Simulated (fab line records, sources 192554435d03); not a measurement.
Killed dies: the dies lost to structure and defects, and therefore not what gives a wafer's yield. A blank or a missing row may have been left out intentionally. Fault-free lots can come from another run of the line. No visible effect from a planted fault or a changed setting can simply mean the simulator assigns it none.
Struck lot and sound lot, side by side | flow n5-finfet | 38 out of 1938 route steps
Sound: wafers L342.2, L342.4, L342.5. Wafers L359.2, L359.3, L359.5 were the ones struck. Last of all comes the cause.
At each step with rows: each side's tool, then ch and its chambers, then its first start. Under that, the readings that differ: sound wafers | struck wafers | difference of the means | sigmas: that difference in standard deviations of wafers without a fault.
alike: readings with means less than 2 such deviations apart, plus words and numbers identical on both sides. not compared: withheld readings, readings lacking a value on some wafer, bounds such as >300 that could conceal the same value, and numbers that have no deviation in the record and whose values overlap.
The two part at a step that has a row with sigmas, a row that says differs or no value, or rows on one side only. When numbers do not overlap yet have no deviation, they are printed without sigmas and do not part them. A reading missing from all wafers of one side parts the sides only when that side holds two or more wafers.

first, 8 steps without rows for these wafers: N5_MOL_CONTACT_COAG_PRECLEAN_138 (cleans in alkaline clean, time 60 s); N5_MOL_CONTACT_COAG_SRD_139 (time 30 s); N5_MOL_CONTACT_COAG_PRE_CLEAN_121; N5_MOL_CONTACT_COAG_CVD_140 (deposits W, target thk 66.5 nm, time 215 s); N5_MOL_CONTACT_COAG_PRECLEAN_127 (cleans in DIW, time 57.5 s); N5_MOL_CONTACT_COAG_SRD_128 (dry time 32 s); N5_MOL_CONTACT_COAG_CMP_52 (polishes, stops on SiO2, t overpolish 1.5 s, target thk 66.5 nm); N5_MOL_CONTACT_COAG_ANNEAL_112 (time 1800 s).
N5_BEOL_M0_SAQP_PECVD_00: deposits SiCN from 3MS/NH3, target thk 8 nm, time 14 s.
  sound on pecvd-03 ch 1,2, day 5 18:03; struck on pecvd-03 ch 0,1, day 9 16:58
  no value came back on the struck wafers for chamber-pressure-Torr (Torr), rf-fwd-power-W (W), showerhead-plenum-p-Torr (Torr), throttle-valve-pct (%); on the sound wafers chamber-pressure-Torr (Torr) reads 2.999 3.003 2.994
then, 25 steps without rows for these wafers: N5_BEOL_M0_SAQP_ILD_DEP_01 (deposits SiOC from DEMS/O2, target thk 45.419 nm, time 8.7 s); N5_BEOL_M0_SAQP_HM_DEP_02 (deposits TiN, target thk 12 nm); N5_BEOL_M0_SAQP_PECVD_03 (deposits SiCN from 3MS/NH3, target thk 12 nm, time 21.1 s); N5_BEOL_M0_SAQP_PECVD_96 (deposits a-Si from SiH4/He, target thk 45 nm, time 45.2 s); N5_BEOL_M0_SAQP_PECVD_97 (deposits SiNx from SiH4/NH3/N2, target thk 23 nm, time 19.9 s); N5_BEOL_M0_SAQP_PECVD_04 (deposits a-Si from SiH4/He, target thk 60 nm, time 60.2 s); N5_BEOL_M0_SAQP_HM_DEP_111 (deposits SiO2 from SiH4/N2O, target thk 12 nm, time 7.2 s); N5_BEOL_M0_SAQP_COAT_81 (time 60 s, resist thk 100 nm); N5_BEOL_M0_SAQP_COAT_82 (time 60 s, resist thk 30 nm); N5_BEOL_M0_SAQP_COAT_08 (resist thk 90 nm); N5_BEOL_M0_SAQP_EBR_10; N5_BEOL_M0_SAQP_SOFTBAKE_09 (time 60 s); N5_BEOL_M0_SAQP_EXPOSE_11 (exposes mask M0 CORE, target cd 42 nm); N5_BEOL_M0_SAQP_PEB_12 (peb time 60 s); N5_BEOL_M0_SAQP_DEVELOP_13 (develop time 30 s); N5_BEOL_M0_SAQP_DESCUM_19 (chemistry O2, time 7.9 s); N5_BEOL_M0_SAQP_ETCH_83 (etches SiARC in CF4, target depth 39 nm, time 65 s); N5_BEOL_M0_SAQP_ETCH_84 (etches SOC in N2/H2, target depth 100 nm, overetch 20 nm, time 150 s); N5_BEOL_M0_SAQP_STRIP_80 (strips in N2/H2); N5_BEOL_M0_SAQP_HM_OPEN_112 (chemistry CHF3/O2, target SiO2, stops on a-Si, target depth 12 nm, time 13.5 s); N5_BEOL_M0_SAQP_STRIP_113 (strips in CHF3/O2); N5_BEOL_M0_SAQP_MANDREL_ETCH_20 (etches a-Si in HBr/Cl2, stops on SiNx, target depth 60 nm, bt time 10 s, time 30 s); N5_BEOL_M0_SAQP_STRIP_86 (strips in N2/H2); N5_BEOL_M0_SAQP_STRIP_115 (strips in post etch residue remover, time 60 s); N5_BEOL_M0_SAQP_SRD_93 (time 30 s).
N5_BEOL_M0_ETCH_109: etches SiCN in CH3F/O2, target depth 8 nm, overetch 2.4 nm, time 27.4 s.
  sound on rie-diel-04 ch 0,1,2, day 6 05:38; struck on rie-diel-05 ch 0,1,3, day 10 04:26
  reading                  | sound            | struck         | difference | sigmas
  oes-product-au (a.u.)    | 0.71 0.62 0.79   | 0.28 0.30 0.30 | -0.41      | -6
  model.etch.depth-nm (nm) | 7.972 8.347 8.17 | 0 0 0          | -8         |
  alike: drypump-motor-current-A, mfc-ar-sccm, rf-vpp-V, showerhead-plenum-p-Torr, throttle-valve-pct
  not compared: rf-hours-counter-h
N5_BEOL_M0_RS_MEAS_126: measurement is done with a four-point probe.
  sound: film-metro-02 at day 6 08:35; struck: film-metro-01 at day 10 07:29
  reading        | sound             | struck            | difference | sigmas
  M0_RS (ohm/sq) | 0.521 0.542 0.515 | 0.683 0.700 0.695 | +0.167     | +10
-- record jumps: 3 days separate the struck wafers' starts on either side; left off in module BEOL_M0, taken up again in module BEOL_M4, whose first shown step is the route's number 1111 --
N5_BEOL_M4_RC_MEAS_101:
  sound on prober-02 ch 0, day 8 14:52; struck on prober-01 ch 0, day 13 03:23
  alike: DIBL_N, DIBL_P, IOFF_N, IOFF_P, ION_N, ION_P, SS_N, SS_P, VT_N, VT_P
-- here the record skips 4 days between the struck wafers' starts before and after, leaving off in module BEOL_M4 and picking up in module PASSIVATION (first step shown: number 1936 of the route) --
N5_PASSIVATION_PROBE_49:
  sound: prober-02 at day 13 02:23; struck: prober-01 at day 17 12:16
  reading                  | sound          | struck         | difference | sigmas
  defect-limited-yield (%) | 93.0 91.5 93.6 | 69.5 68.6 66.0 | -24.7      | -16
  killed_at_M0_to_M3       | 17 40 13       | 291 269 311    | +267       | +24
  killed-at-other          | 0 0 1          | 7 6 10         | +7         | +2
  killed-dies              | 83 100 75      | 360 370 401    | +291       | +16
  killed-on-rim            | 6 14 8         | 98 20 21       | +37        | +9
  killed-open              | 50 64 50       | 66 90 87       | +26        | +2
  sort_bin_5_function (%)  | 4.2 4.8 3.5    | 27.2 27.5 29.2 | +23.8      | +24
  sort-n-pass              | 1097 1080 1105 | 820 810 779    | -291       | -16
  sort-yield-pct (%)       | 93.0 91.5 93.6 | 69.5 68.6 66.0 | -24.7      | -16
  alike: killed_at_M4_up, killed-at-contacts, killed-at-front-end, killed-short, sort_bin_6_memory

## WHERE THEY PART
Last at N5_PASSIVATION_PROBE_49 as far as this record goes, first at N5_BEOL_M0_SAQP_PECVD_00.

WHY: what had been put in by the simulator
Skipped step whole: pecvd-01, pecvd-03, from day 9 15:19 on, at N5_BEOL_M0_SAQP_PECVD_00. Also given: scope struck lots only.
